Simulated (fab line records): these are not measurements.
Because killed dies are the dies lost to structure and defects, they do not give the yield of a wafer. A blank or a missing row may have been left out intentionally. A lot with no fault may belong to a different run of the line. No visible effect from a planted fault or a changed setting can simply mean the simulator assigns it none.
fab line records / flow n5_finfet / part 2 of 2: steps 23 to 29 of 29
record lots=5 wafers=15 last_day=17
route steps=1938 shown DUMMY_REMOVAL@382 HKMG_FIN@385
lots that met no fault: from a run of the same line without faults
start_h: start of the lot's first displayed wafer, in hours after the record's first day / wait_h: hours from the lot's prior step to this one / " unchanged from the row above / L1.1+2: a row that stands for several wafers / - no value present, or no start provided / * or withheld: withheld / < > ~ a bound
route shown NAME@n: NAME is a module with steps in the file, n the number in the route of the first one / usual: mean/standard deviation taken from wafers without a fault / same: alike in all rows / chamber/n: place in a boat / sites: readings site by site / _std_site: how widely they spread, as a standard deviation / _edge_site: the outer-site mean with the inner-site mean subtracted / radius_mm: for every site, how far away it sits from the centre of the wafer / mask NAME#n: copy n / behind: the last tool/chamber to shape the wafer / hold: reason for holding the lot/hours on hold/outcome of the hold / device: the n, p or np transistor that did not switch / end of line: the tests these same wafers got at the end of their route / for a step that has no rows: nothing shown but its recipe / killed: the dies lost at the first sort to structure and to defects; this is not the yield of the wafer / map: a wafer's dies, x killed, . not, _ none there
set.NAME: the setting the step ran with; set.NAME@STEP: the setting that earlier step ran with / model.NAME: the simulator's own value behind a step, which no gauge read
lots at selected steps of the route; one table per step, one row per wafer
services: a tool's chamber out of use, with start hour (start_h, from the record's first day; less than 0 if before it), hours out, and reason
## steps
# step N5_HKMG_FIN_STRIP_56
# recipe chemistry=N2/H2 temp_c=40 n2_flow_sccm=200 h2_flow_sccm=200 rf_frequency_hz=6e+07
lot.wafer=L075.1+3+6 tool=rie_diel-01 chamber=1,3,1 start_h=78.27 wait_h=0.1
lot.wafer=L079.2+4+6 tool=rie_diel-01 chamber=2,3,2 start_h=103.96 wait_h=0.1
lot.wafer=L089.2+3+4 tool=rie_diel-03 chamber=0,1,2 start_h=163.48 wait_h=0.1
lot.wafer=L092.3+4+6 tool=rie_diel-04 chamber=3,1,2 start_h=179.77 wait_h=0.1
lot.wafer=L095.2+5+6 tool=rie_diel-04 chamber=1,3,2 start_h=198.70 wait_h=0.1
# step N5_HKMG_FIN_STRIP_57
# recipe chemistry=CF4 resist=SiARC power_w=300 bias_power_w=75 pressure_mtorr=50 cf4_flow_sccm=150 rf_frequency_hz=6e+07
# usual chamber_pressure_mTorr=50.00/0.045 drypump_motor_current_A=5.6/0.45 oes_product_au=0.76/0.057 rf_vpp_V=271.8/1.3 showerhead_plenum_p_Torr=1.81/0.046 throttle_valve_pct=13.54/0.15
lot.wafer=L075.1 tool=rie_diel-01 chamber=1 start_h=78.28 wait_h=0.0 chamber_pressure_mTorr=49.95 drypump_motor_current_A=5.1 oes_product_au=0.72 rf_hours_counter_h=199 rf_vpp_V=272.1 showerhead_plenum_p_Torr=1.85 throttle_valve_pct=13.56
lot.wafer=L075.3 tool=rie_diel-01 chamber=3 start_h=78.28 wait_h=0.0 chamber_pressure_mTorr=50.02 drypump_motor_current_A=6.2 oes_product_au=0.91 rf_hours_counter_h=7 rf_vpp_V=274.3 showerhead_plenum_p_Torr=1.91 throttle_valve_pct=13.31
lot.wafer=L075.6 tool=rie_diel-01 chamber=1 start_h=78.28 wait_h=0.0 chamber_pressure_mTorr=49.98 drypump_motor_current_A=5.0 oes_product_au=0.72 rf_hours_counter_h=- rf_vpp_V=272.5 showerhead_plenum_p_Torr=1.85 throttle_valve_pct=13.53
lot.wafer=L079.2 tool=rie_diel-01 chamber=2 start_h=103.97 wait_h=0.0 chamber_pressure_mTorr=49.93 drypump_motor_current_A=4.8 oes_product_au=0.73 rf_hours_counter_h=151 rf_vpp_V=270.1 showerhead_plenum_p_Torr=1.72 throttle_valve_pct=13.64
lot.wafer=L079.4 tool=rie_diel-01 chamber=3 start_h=103.97 wait_h=0.0 chamber_pressure_mTorr=49.91 drypump_motor_current_A=6.2 oes_product_au=0.87 rf_hours_counter_h=15 rf_vpp_V=272.8 showerhead_plenum_p_Torr=1.91 throttle_valve_pct=13.33
lot.wafer=L079.6 tool=rie_diel-01 chamber=2 start_h=103.97 wait_h=0.0 chamber_pressure_mTorr=50.01 drypump_motor_current_A=4.8 oes_product_au=0.74 rf_hours_counter_h=- rf_vpp_V=270.9 showerhead_plenum_p_Torr=1.72 throttle_valve_pct=13.64
lot.wafer=L089.2 tool=rie_diel-03 chamber=0 start_h=163.49 wait_h=0.0 chamber_pressure_mTorr=49.97 drypump_motor_current_A=5.3 oes_product_au=0.80 rf_hours_counter_h=99 rf_vpp_V=273.3 showerhead_plenum_p_Torr=1.87 throttle_valve_pct=13.31
lot.wafer=L089.3 tool=rie_diel-03 chamber=1 start_h=163.49 wait_h=0.0 chamber_pressure_mTorr=50.04 drypump_motor_current_A=5.4 oes_product_au=0.76 rf_hours_counter_h=134 rf_vpp_V=272.4 showerhead_plenum_p_Torr=1.80 throttle_valve_pct=13.41
lot.wafer=L089.4 tool=rie_diel-03 chamber=2 start_h=163.49 wait_h=0.0 chamber_pressure_mTorr=49.97 drypump_motor_current_A=5.2 oes_product_au=0.77 rf_hours_counter_h=162 rf_vpp_V=270.5 showerhead_plenum_p_Torr=1.80 throttle_valve_pct=13.51
lot.wafer=L092.3 tool=rie_diel-04 chamber=3 start_h=179.78 wait_h=0.0 chamber_pressure_mTorr=50.02 drypump_motor_current_A=5.9 oes_product_au=0.71 rf_hours_counter_h=207 rf_vpp_V=270.9 showerhead_plenum_p_Torr=1.84 throttle_valve_pct=13.61
lot.wafer=L092.4 tool=rie_diel-04 chamber=1 start_h=179.78 wait_h=0.0 chamber_pressure_mTorr=49.98 drypump_motor_current_A=6.0 oes_product_au=0.85 rf_hours_counter_h=42 rf_vpp_V=271.6 showerhead_plenum_p_Torr=1.80 throttle_valve_pct=13.51
lot.wafer=L092.6 tool=rie_diel-04 chamber=2 start_h=179.78 wait_h=0.0 chamber_pressure_mTorr=50.03 drypump_motor_current_A=6.1 oes_product_au=0.69 rf_hours_counter_h=- rf_vpp_V=272.1 showerhead_plenum_p_Torr=1.77 throttle_valve_pct=13.60
lot.wafer=L095.2 tool=rie_diel-04 chamber=1 start_h=198.71 wait_h=0.0 chamber_pressure_mTorr=50.00 drypump_motor_current_A=6.0 oes_product_au=0.83 rf_hours_counter_h=47 rf_vpp_V=271.5 showerhead_plenum_p_Torr=1.80 throttle_valve_pct=13.51
lot.wafer=L095.5 tool=rie_diel-04 chamber=3 start_h=198.71 wait_h=0.0 chamber_pressure_mTorr=50.02 drypump_motor_current_A=5.9 oes_product_au=0.71 rf_hours_counter_h=- rf_vpp_V=271.7 showerhead_plenum_p_Torr=1.84 throttle_valve_pct=13.63
lot.wafer=L095.6 tool=rie_diel-04 chamber=2 start_h=198.71 wait_h=0.0 chamber_pressure_mTorr=50.10 drypump_motor_current_A=6.0 oes_product_au=0.68 rf_hours_counter_h=- rf_vpp_V=270.9 showerhead_plenum_p_Torr=1.77 throttle_valve_pct=13.61
# step N5_HKMG_FIN_ETCH_58
# recipe chemistry=N2/H2 target=SOC target_depth_a=2158 ion_energy_ev=50 bias_w=13 time_s=741 pressure_mtorr=30 source_w=875 n2_flow_sccm=200 h2_flow_sccm=200
# usual chamber_pressure_mTorr=30.00/0.03 drypump_motor_current_A=5.6/0.45 oes_product_au=0.77/0.061 rf_vpp_V=99.3/1 showerhead_plenum_p_Torr=2.57/0.068 throttle_valve_pct=17.70/0.18
lot.wafer=L075.1 tool=rie_diel-01 chamber=1 start_h=78.30 wait_h=0.0 chamber_pressure_mTorr=29.99 drypump_motor_current_A=5.0 oes_product_au=0.74 rf_hours_counter_h=199 rf_vpp_V=99.4 showerhead_plenum_p_Torr=2.64 throttle_valve_pct=17.78
lot.wafer=L075.3 tool=rie_diel-01 chamber=3 start_h=78.30 wait_h=0.0 chamber_pressure_mTorr=30.01 drypump_motor_current_A=6.2 oes_product_au=0.93 rf_hours_counter_h=7 rf_vpp_V=98.7 showerhead_plenum_p_Torr=2.70 throttle_valve_pct=17.39
lot.wafer=L075.6 tool=rie_diel-01 chamber=1 start_h=78.30 wait_h=0.0 chamber_pressure_mTorr=29.98 drypump_motor_current_A=5.1 oes_product_au=0.74 rf_hours_counter_h=- rf_vpp_V=99.7 showerhead_plenum_p_Torr=2.64 throttle_valve_pct=17.77
lot.wafer=L079.2 tool=rie_diel-01 chamber=2 start_h=103.99 wait_h=0.0 chamber_pressure_mTorr=30.00 drypump_motor_current_A=4.8 oes_product_au=0.75 rf_hours_counter_h=152 rf_vpp_V=99.1 showerhead_plenum_p_Torr=2.45 throttle_valve_pct=17.93
lot.wafer=L079.4 tool=rie_diel-01 chamber=3 start_h=103.99 wait_h=0.0 chamber_pressure_mTorr=29.95 drypump_motor_current_A=6.1 oes_product_au=0.92 rf_hours_counter_h=15 rf_vpp_V=100.5 showerhead_plenum_p_Torr=2.70 throttle_valve_pct=17.42
lot.wafer=L079.6 tool=rie_diel-01 chamber=2 start_h=103.99 wait_h=0.0 chamber_pressure_mTorr=29.99 drypump_motor_current_A=4.8 oes_product_au=0.75 rf_hours_counter_h=- rf_vpp_V=98.6 showerhead_plenum_p_Torr=2.45 throttle_valve_pct=17.94
lot.wafer=L089.2 tool=rie_diel-03 chamber=0 start_h=163.51 wait_h=0.0 chamber_pressure_mTorr=29.98 drypump_motor_current_A=5.3 oes_product_au=0.81 rf_hours_counter_h=99 rf_vpp_V=100.5 showerhead_plenum_p_Torr=2.66 throttle_valve_pct=17.41
lot.wafer=L089.3 tool=rie_diel-03 chamber=1 start_h=163.51 wait_h=0.0 chamber_pressure_mTorr=29.99 drypump_motor_current_A=5.4 oes_product_au=0.76 rf_hours_counter_h=134 rf_vpp_V=98.3 showerhead_plenum_p_Torr=2.56 throttle_valve_pct=17.60
lot.wafer=L089.4 tool=rie_diel-03 chamber=2 start_h=163.51 wait_h=0.0 chamber_pressure_mTorr=29.97 drypump_motor_current_A=5.2 oes_product_au=0.79 rf_hours_counter_h=162 rf_vpp_V=99.0 showerhead_plenum_p_Torr=2.52 throttle_valve_pct=17.53
lot.wafer=L092.3 tool=rie_diel-04 chamber=3 start_h=179.80 wait_h=0.0 chamber_pressure_mTorr=30.00 drypump_motor_current_A=6.0 oes_product_au=0.72 rf_hours_counter_h=207 rf_vpp_V=99.3 showerhead_plenum_p_Torr=2.61 throttle_valve_pct=17.73
lot.wafer=L092.4 tool=rie_diel-04 chamber=1 start_h=179.80 wait_h=0.0 chamber_pressure_mTorr=29.97 drypump_motor_current_A=6.0 oes_product_au=0.86 rf_hours_counter_h=42 rf_vpp_V=100.0 showerhead_plenum_p_Torr=2.60 throttle_valve_pct=17.87
lot.wafer=L092.6 tool=rie_diel-04 chamber=2 start_h=179.80 wait_h=0.0 chamber_pressure_mTorr=29.98 drypump_motor_current_A=6.1 oes_product_au=0.69 rf_hours_counter_h=- rf_vpp_V=97.2 showerhead_plenum_p_Torr=2.50 throttle_valve_pct=17.60
lot.wafer=L095.2 tool=rie_diel-04 chamber=1 start_h=198.73 wait_h=0.0 chamber_pressure_mTorr=29.98 drypump_motor_current_A=6.0 oes_product_au=0.85 rf_hours_counter_h=47 rf_vpp_V=99.9 showerhead_plenum_p_Torr=2.59 throttle_valve_pct=17.87
lot.wafer=L095.5 tool=rie_diel-04 chamber=3 start_h=198.73 wait_h=0.0 chamber_pressure_mTorr=29.99 drypump_motor_current_A=5.9 oes_product_au=0.72 rf_hours_counter_h=- rf_vpp_V=99.7 showerhead_plenum_p_Torr=2.61 throttle_valve_pct=17.72
lot.wafer=L095.6 tool=rie_diel-04 chamber=2 start_h=198.73 wait_h=0.0 chamber_pressure_mTorr=29.95 drypump_motor_current_A=6.1 oes_product_au=0.69 rf_hours_counter_h=- rf_vpp_V=97.2 showerhead_plenum_p_Torr=2.50 throttle_valve_pct=17.60
# step N5_HKMG_FIN_STRIP_93
# recipe chemistry=N2/H2 material=SOC time_s=20 power_w=500 temp_c=40 pressure_mtorr=50 rf_frequency_hz=6e+07 bias_power_w=8 h2_frac=0.5 n2_flow_sccm=300 h2_flow_sccm=300
# usual chamber_pressure_mTorr=50.00/0.045 drypump_motor_current_A=5.7/0.45 oes_product_au=0.77/0.062 rf_vpp_V=54.3/0.87 showerhead_plenum_p_Torr=3.40/0.087 throttle_valve_pct=18.84/0.27
lot.wafer=L075.1 tool=rie_diel-01 chamber=1 start_h=78.72 wait_h=0.2 chamber_pressure_mTorr=50.02 drypump_motor_current_A=5.1 oes_product_au=0.74 rf_hours_counter_h=199 rf_vpp_V=55.9 showerhead_plenum_p_Torr=3.48 throttle_valve_pct=18.89
lot.wafer=L075.3 tool=rie_diel-01 chamber=3 start_h=78.72 wait_h=0.2 chamber_pressure_mTorr=50.00 drypump_motor_current_A=6.2 oes_product_au=0.95 rf_hours_counter_h=7 rf_vpp_V=55.7 showerhead_plenum_p_Torr=3.56 throttle_valve_pct=18.45
lot.wafer=L075.6 tool=rie_diel-01 chamber=1 start_h=78.72 wait_h=0.2 chamber_pressure_mTorr=50.00 drypump_motor_current_A=5.1 oes_product_au=0.74 rf_hours_counter_h=- rf_vpp_V=54.5 showerhead_plenum_p_Torr=3.48 throttle_valve_pct=18.89
lot.wafer=L079.2 tool=rie_diel-01 chamber=2 start_h=104.42 wait_h=0.2 chamber_pressure_mTorr=50.00 drypump_motor_current_A=4.8 oes_product_au=0.74 rf_hours_counter_h=152 rf_vpp_V=54.0 showerhead_plenum_p_Torr=3.24 throttle_valve_pct=19.20
lot.wafer=L079.4 tool=rie_diel-01 chamber=3 start_h=104.42 wait_h=0.2 chamber_pressure_mTorr=49.97 drypump_motor_current_A=6.2 oes_product_au=0.91 rf_hours_counter_h=16 rf_vpp_V=54.5 showerhead_plenum_p_Torr=3.55 throttle_valve_pct=18.49
lot.wafer=L079.6 tool=rie_diel-01 chamber=2 start_h=104.42 wait_h=0.2 chamber_pressure_mTorr=50.03 drypump_motor_current_A=4.8 oes_product_au=0.75 rf_hours_counter_h=- rf_vpp_V=53.4 showerhead_plenum_p_Torr=3.24 throttle_valve_pct=19.22
lot.wafer=L089.2 tool=rie_diel-03 chamber=0 start_h=163.94 wait_h=0.2 chamber_pressure_mTorr=50.05 drypump_motor_current_A=5.4 oes_product_au=0.82 rf_hours_counter_h=99 rf_vpp_V=55.3 showerhead_plenum_p_Torr=3.51 throttle_valve_pct=18.42
lot.wafer=L089.3 tool=rie_diel-03 chamber=1 start_h=163.94 wait_h=0.2 chamber_pressure_mTorr=49.98 drypump_motor_current_A=5.4 oes_product_au=0.76 rf_hours_counter_h=134 rf_vpp_V=55.0 showerhead_plenum_p_Torr=3.38 throttle_valve_pct=18.77
lot.wafer=L089.4 tool=rie_diel-03 chamber=2 start_h=163.94 wait_h=0.2 chamber_pressure_mTorr=50.00 drypump_motor_current_A=5.2 oes_product_au=0.79 rf_hours_counter_h=162 rf_vpp_V=54.5 showerhead_plenum_p_Torr=3.33 throttle_valve_pct=18.65
lot.wafer=L092.3 tool=rie_diel-04 chamber=3 start_h=180.23 wait_h=0.2 chamber_pressure_mTorr=50.02 drypump_motor_current_A=5.9 oes_product_au=0.71 rf_hours_counter_h=208 rf_vpp_V=54.8 showerhead_plenum_p_Torr=3.45 throttle_valve_pct=18.89
lot.wafer=L092.4 tool=rie_diel-04 chamber=1 start_h=180.23 wait_h=0.2 chamber_pressure_mTorr=50.09 drypump_motor_current_A=6.0 oes_product_au=0.84 rf_hours_counter_h=42 rf_vpp_V=54.4 showerhead_plenum_p_Torr=3.43 throttle_valve_pct=18.87
lot.wafer=L092.6 tool=rie_diel-04 chamber=2 start_h=180.23 wait_h=0.2 chamber_pressure_mTorr=49.96 drypump_motor_current_A=6.1 oes_product_au=0.69 rf_hours_counter_h=- rf_vpp_V=53.6 showerhead_plenum_p_Torr=3.31 throttle_valve_pct=18.63
lot.wafer=L095.2 tool=rie_diel-04 chamber=1 start_h=199.16 wait_h=0.2 chamber_pressure_mTorr=50.02 drypump_motor_current_A=6.0 oes_product_au=0.84 rf_hours_counter_h=47 rf_vpp_V=55.7 showerhead_plenum_p_Torr=3.42 throttle_valve_pct=18.89
lot.wafer=L095.5 tool=rie_diel-04 chamber=3 start_h=199.16 wait_h=0.2 chamber_pressure_mTorr=49.91 drypump_motor_current_A=5.9 oes_product_au=0.72 rf_hours_counter_h=- rf_vpp_V=55.2 showerhead_plenum_p_Torr=3.44 throttle_valve_pct=18.91
lot.wafer=L095.6 tool=rie_diel-04 chamber=2 start_h=199.16 wait_h=0.2 chamber_pressure_mTorr=49.81 drypump_motor_current_A=6.1 oes_product_au=0.68 rf_hours_counter_h=- rf_vpp_V=55.2 showerhead_plenum_p_Torr=3.31 throttle_valve_pct=18.64
# step N5_HKMG_FIN_WET_ETCH_76
# recipe chemistry=dNH4OH mix=1:50 temp_c=25 target=Al2O3 stop_on=La2O3 target_depth_nm=2.25 dry=ipa_marangoni rinse_time_s=30 rinse_temp_c=23
# same rinse_time_s=30
lot.wafer=L075.1+3+6 tool=wet_bench-03 chamber=2,0,7 start_h=78.80 wait_h=0.1
lot.wafer=L079.2+4+6 tool=wet_bench-05 chamber=7,6,0 start_h=104.57 wait_h=0.1
lot.wafer=L089.2+3+4 tool=wet_bench-05 chamber=5,6,3 start_h=164.02 wait_h=0.1
lot.wafer=L092.3+4+6 tool=wet_bench-03 chamber=6,5,3 start_h=180.31 wait_h=0.1
lot.wafer=L095.2+5+6 tool=wet_bench-06 chamber=1,5,3 start_h=199.24 wait_h=0.1
# step N5_HKMG_FIN_STRIP_60
# recipe chemistry=N2/H2 power_w=2500 temp_c=300 h2_frac=0.65 time_s=360 pressure_mtorr=withheld n2_flow_sccm=1750 h2_flow_sccm=3250
# usual drypump_motor_current_A=5.9/0.68 heater_power_w=485/28
lot.wafer=L075.1 tool=plasma_asher-02 chamber=0 start_h=78.87 wait_h=0.0 drypump_motor_current_A=6.8 heater_power_w=468 rf_hours_counter_h=36
lot.wafer=L075.3 tool=plasma_asher-02 chamber=0 start_h=78.87 wait_h=0.0 drypump_motor_current_A=6.7 heater_power_w=460 rf_hours_counter_h=-
lot.wafer=L075.6 tool=plasma_asher-02 chamber=1 start_h=78.87 wait_h=0.0 drypump_motor_current_A=5.7 heater_power_w=528 rf_hours_counter_h=-
lot.wafer=L079.2 tool=plasma_asher-02 chamber=0 start_h=104.63 wait_h=0.0 drypump_motor_current_A=6.8 heater_power_w=466 rf_hours_counter_h=41
lot.wafer=L079.4 tool=plasma_asher-02 chamber=1 start_h=104.63 wait_h=0.0 drypump_motor_current_A=5.7 heater_power_w=520 rf_hours_counter_h=-
lot.wafer=L079.6 tool=plasma_asher-02 chamber=1 start_h=104.63 wait_h=0.0 drypump_motor_current_A=5.7 heater_power_w=522 rf_hours_counter_h=-
lot.wafer=L089.2 tool=plasma_asher-01 chamber=0 start_h=164.09 wait_h=0.0 drypump_motor_current_A=6.1 heater_power_w=463 rf_hours_counter_h=102
lot.wafer=L089.3 tool=plasma_asher-01 chamber=1 start_h=164.09 wait_h=0.0 drypump_motor_current_A=4.9 heater_power_w=472 rf_hours_counter_h=-
lot.wafer=L089.4 tool=plasma_asher-01 chamber=0 start_h=164.09 wait_h=0.0 drypump_motor_current_A=6.1 heater_power_w=453 rf_hours_counter_h=-
lot.wafer=L092.3 tool=plasma_asher-01 chamber=1 start_h=180.50 wait_h=0.1 drypump_motor_current_A=4.9 heater_power_w=477 rf_hours_counter_h=-
lot.wafer=L092.4 tool=plasma_asher-01 chamber=0 start_h=180.50 wait_h=0.1 drypump_motor_current_A=6.1 heater_power_w=467 rf_hours_counter_h=-
lot.wafer=L092.6 tool=plasma_asher-01 chamber=0 start_h=180.50 wait_h=0.1 drypump_motor_current_A=6.1 heater_power_w=466 rf_hours_counter_h=-
lot.wafer=L095.2 tool=plasma_asher-02 chamber=1 start_h=199.33 wait_h=0.0 drypump_motor_current_A=5.7 heater_power_w=506 rf_hours_counter_h=60
lot.wafer=L095.5 tool=plasma_asher-02 chamber=1 start_h=199.33 wait_h=0.0 drypump_motor_current_A=5.7 heater_power_w=521 rf_hours_counter_h=-
lot.wafer=L095.6 tool=plasma_asher-02 chamber=0 start_h=199.33 wait_h=0.0 drypump_motor_current_A=6.7 heater_power_w=467 rf_hours_counter_h=-
# step N5_HKMG_FIN_WET_ETCH_77
# recipe chemistry=dHCl mix=1:10000 temp_c=25 target=La2O3 stop_on=HfO2 target_depth_nm=2
lot.wafer=L075.1+3+6 tool=wet_bench-03 chamber=7,3,4 start_h=79.26 wait_h=0.3
lot.wafer=L079.2+4+6 tool=wet_bench-05 chamber=1,4,3 start_h=105.03 wait_h=0.3
lot.wafer=L089.2+3+4 tool=wet_bench-06 chamber=6,5,7 start_h=164.48 wait_h=0.3
lot.wafer=L092.3+4+6 tool=wet_bench-03 chamber=6,3,5 start_h=180.76 wait_h=0.1
lot.wafer=L095.2+5+6 tool=wet_bench-06 chamber=5,4,2 start_h=199.72 wait_h=0.3
## services
tool=ald_hk-01 chamber=- start_h=53.29 hours=0.9 kind=repair
tool=arfi_scanner-03 chamber=- start_h=70.02 hours=3.9 kind=pm
tool=arfi_scanner-02 chamber=- start_h=72.56 hours=1.0 kind=pm
tool=arfi_scanner-02 chamber=- start_h=101.97 hours=1.0 kind=pm
tool=arfi_scanner-02 chamber=- start_h=110.83 hours=3.9 kind=pm
tool=ald_hk-03 chamber=- start_h=112.37 hours=0.3 kind=repair
tool=rie_diel-01 chamber=0 start_h=112.49 hours=8.4 kind=repair
tool=wet_bench-02 chamber=- start_h=114.59 hours=4.4 kind=pm
tool=arfi_scanner-03 chamber=- start_h=134.00 hours=1.3 kind=pm
tool=litho_track-04 chamber=- start_h=139.11 hours=- kind=consumable_replace:filter
tool=plasma_asher-01 chamber=- start_h=145.89 hours=2.8 kind=pm
tool=litho_track-03 chamber=- start_h=147.44 hours=- kind=consumable_replace:filter
tool=remote_plasma-01 chamber=- start_h=149.74 hours=0.2 kind=repair
tool=rie_diel-03 chamber=- start_h=150.21 hours=4.3 kind=pm
tool=arfi_scanner-02 chamber=- start_h=151.65 hours=1.3 kind=pm
tool=rie_diel-04 chamber=1 start_h=161.52 hours=5.3 kind=repair
tool=litho_track-04 chamber=- start_h=168.14 hours=- kind=consumable_replace:filter
tool=arfi_scanner-02 chamber=- start_h=168.91 hours=5.1 kind=repair
tool=ald_hk-01 chamber=- start_h=169.19 hours=0.2 kind=repair
tool=arfi_scanner-03 chamber=- start_h=183.01 hours=0.8 kind=pm
tool=wet_bench-06 chamber=- start_h=183.07 hours=1.5 kind=repair
tool=arfi_scanner-02 chamber=- start_h=186.16 hours=0.8 kind=pm
tool=arfi_scanner-03 chamber=- start_h=190.29 hours=1.0 kind=pm
tool=rie_diel-01 chamber=3 start_h=191.98 hours=14.3 kind=repair
